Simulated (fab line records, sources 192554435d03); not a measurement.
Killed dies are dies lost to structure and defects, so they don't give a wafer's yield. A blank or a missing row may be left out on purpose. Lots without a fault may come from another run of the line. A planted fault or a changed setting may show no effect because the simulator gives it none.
Chamber matching | flow n5_finfet | N5_BEOL_M0_SAQP_STRIP_75 on rie_diel-03: 4 sister chambers
The step strips in CF4. 16 wafers are shown with their chamber, then 8 later ones without.

WAFERS WITH THEIR CHAMBER
wafer  | chamber | drypump_motor_current_A (A) | throttle_valve_pct (%) | oes_product_au (a.u.)
L074.1 | 1       | 6.2                         | 13.90                  | 0.179
L074.3 | 2       | 5.9                         | 13.93                  | 0.166
L074.5 | 0       | 5.7                         | 13.63                  | 0.178
L080.1 | 1       | 6.3                         | 13.94                  | 0.180
L080.5 | 2       | 6.0                         | 13.96                  | 0.165
L080.6 | 3       | 5.7                         | 13.64                  | 0.168
L081.1 | 1       | 6.2                         | 13.93                  | 0.179
L081.5 | 3       | 5.7                         | 13.65                  | 0.168
L081.6 | 2       | 6.0                         | 13.96                  | 0.158
L084.1 | 0       | 5.7                         | 13.65                  | 0.166
L084.3 | 2       | 6.0                         | 13.98                  | 0.155
L084.4 | 1       | 6.2                         | 13.94                  | 0.175
L085.1 | 1       | 6.2                         | 13.98                  | 0.170
L085.2 | 0       | 5.7                         | 13.68                  | 0.170
L085.6 | 1       | 6.2                         | 13.95                  | 0.175
L086.1 | 1       | 6.2                         | 13.96                  | 0.176

SIGNATURES (means of the wafers above)
reading                 | chamber 0 | chamber 1 | chamber 2 | chamber 3 | scatter within a chamber
drypump_motor_current_A | 5.700     | 6.214     | 5.975     | 5.700     | 0.0366
throttle_valve_pct      | 13.6533   | 13.9429   | 13.9575   | 13.6450   | 0.023
oes_product_au          | 0.17133   | 0.17629   | 0.16100   | 0.16800   | 0.0044
Rule: a wafer's distance from a chamber is the root of the sum, over the readings, of the square of ((its reading less the chamber's mean) divided by the reading's scatter). The wafer belongs to the nearest chamber; if the next one is less than 2 further off, it can't be placed. The scatter: the root of (the sum of the squares of (reading less its chamber's mean) over the shown wafers, divided by (wafers less chambers)).

WAFERS WITHOUT THEIR CHAMBER
wafer  | drypump_motor_current_A (A) | throttle_valve_pct (%) | oes_product_au (a.u.)
L086.3 | 5.7                         | 13.67                  | 0.169
L086.5 | 5.8                         | 13.67                  | 0.168
L087.1 | 5.7                         | 13.66                  | 0.169
L087.2 | 5.7                         | 13.68                  | 0.170
L087.3 | 6.2                         | 13.97                  | 0.165
L092.1 | 6.0                         | 13.43                  | 0.222
L092.2 | 5.7                         | 13.69                  | 0.168
L092.3 | 5.7                         | 13.70                  | 0.171

WHICH CHAMBER EACH WENT THROUGH
wafer  | from the rows above     | in truth
L086.3 | can't be placed: 0 or 3 | 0
L086.5 | can't be placed: 0 or 3 | 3
L087.1 | can't be placed: 0 or 3 | 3
L087.2 | can't be placed: 0 or 3 | 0
L087.3 | 1                       | 1
L092.1 | can't be placed: 0 or 3 | 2
L092.2 | can't be placed: 0 or 3 | 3
L092.3 | can't be placed: 0 or 3 | 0
Placed correctly: 1 of 8. Can't be placed from these rows: 7 (the true chamber is among the candidates in 6). Placed wrongly: 0.
